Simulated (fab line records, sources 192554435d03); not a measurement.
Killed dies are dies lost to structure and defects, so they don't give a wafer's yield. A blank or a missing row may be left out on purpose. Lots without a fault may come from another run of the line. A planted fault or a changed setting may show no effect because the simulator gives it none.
Chamber matching | flow n5_finfet | N5_FIN_SAQP_HM_DEP_72 on pecvd-04: 3 sister chambers
The step deposits SiO2 from SiH4/N2O, target thk 12 nm, time 7.2 s. 3 wafers are shown with their chamber, then 8 later ones without.

WAFERS WITH THEIR CHAMBER
wafer  | chamber | showerhead_plenum_p_Torr (Torr)
L083.5 | 1       | 8.64
L086.3 | 2       | 8.15
L092.2 | 0       | 8.23

WAFERS WITHOUT THEIR CHAMBER
wafer  | showerhead_plenum_p_Torr (Torr)
L092.4 | 8.63
L092.6 | 8.13
L093.1 | 8.21
L093.2 | 8.63
L093.3 | 8.15
L097.2 | 8.18
L097.4 | 8.16
L097.6 | 8.20

WHICH CHAMBER EACH WENT THROUGH
wafer  | from the rows above     | in truth
L092.4 | 1                       | 1
L092.6 | 2                       | 2
L093.1 | 0                       | 0
L093.2 | 1                       | 1
L093.3 | 2                       | 2
L097.2 | can't be placed: 2 or 0 | 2
L097.4 | 2                       | 2
L097.6 | can't be placed: 0 or 2 | 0
Placed correctly: 6 of 8. Can't be placed from these rows: 2 (the true chamber is among the candidates in 2). Placed wrongly: 0.
How it was worked out, from the rows above alone: a wafer's distance from a chamber is the root of the sum, over the readings, of the square of ((its reading less the chamber's mean) divided by the reading's scatter). The wafer belongs to the nearest chamber; if the next one is less than 2 further off, it can't be placed. A chamber's mean is the mean of its shown wafers. The scatter: with one shown wafer a chamber, the root of the mean of the squares of how far each hidden wafer lies from its nearest shown one.
